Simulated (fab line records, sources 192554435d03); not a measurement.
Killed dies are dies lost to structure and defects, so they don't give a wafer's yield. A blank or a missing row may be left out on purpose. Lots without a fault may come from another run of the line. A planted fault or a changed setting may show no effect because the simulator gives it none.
Chamber matching | flow n5_finfet | N5_BEOL_M10_DEP_56 on pecvd-01: 3 sister chambers
The step deposits SiCN from 3MS/NH3, target thk 15 nm, time 26.5 s. 16 wafers are shown with their chamber, then 8 later ones without.

WAFERS WITH THEIR CHAMBER
wafer  | chamber | showerhead_plenum_p_Torr (Torr) | throttle_valve_pct (%)
L075.1 | 2       | 3.679                           | 8.9
L075.2 | 0       | 3.659                           | 9.2
L075.3 | 1       | 3.652                           | 9.0
L075.4 | 1       | 3.642                           | 9.1
L075.5 | 2       | 3.677                           | 8.6
L075.6 | 0       | 3.655                           | 9.3
L077.1 | 0       | 3.659                           | 9.5
L077.2 | 1       | 3.642                           | 9.0
L077.4 | 1       | 3.647                           | 8.8
L078.1 | 1       | 3.653                           | 9.0
L078.2 | 2       | 3.683                           | 9.0
L078.6 | 2       | 3.673                           | 8.9
L081.1 | 1       | 3.644                           | 9.0
L081.3 | 0       | 3.657                           | 9.4
L081.6 | 1       | 3.652                           | 9.2
L083.3 | 1       | 3.647                           | 9.0

SIGNATURES (means of the wafers above)
reading                  | chamber 0 | chamber 1 | chamber 2 | scatter within a chamber
showerhead_plenum_p_Torr | 3.65750   | 3.64737   | 3.67800   | 0.00399
throttle_valve_pct       | 9.350     | 9.012     | 8.850     | 0.133
Rule: a wafer's distance from a chamber is the root of the sum, over the readings, of the square of ((its reading less the chamber's mean) divided by the reading's scatter). The wafer belongs to the nearest chamber; if the next one is less than 2 further off, it can't be placed. The scatter: the root of (the sum of the squares of (reading less its chamber's mean) over the shown wafers, divided by (wafers less chambers)).

WAFERS WITHOUT THEIR CHAMBER
wafer  | showerhead_plenum_p_Torr (Torr) | throttle_valve_pct (%)
L083.4 | 3.659                           | 9.2
L083.5 | 3.646                           | 8.8
L082.2 | 3.645                           | 9.1
L082.3 | 3.679                           | 8.9
L082.6 | 3.655                           | 9.0
L088.1 | 3.688                           | 8.9
L088.5 | 3.679                           | 9.0
L088.6 | 3.662                           | 9.4

WHICH CHAMBER EACH WENT THROUGH
wafer  | from the rows above     | in truth
L083.4 | 0                       | 0
L083.5 | 1                       | 1
L082.2 | 1                       | 1
L082.3 | 2                       | 2
L082.6 | can't be placed: 1 or 0 | 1
L088.1 | 2                       | 2
L088.5 | 2                       | 2
L088.6 | 0                       | 0
Placed correctly: 7 of 8. Can't be placed from these rows: 1 (the true chamber is among the candidates in 1). Placed wrongly: 0.
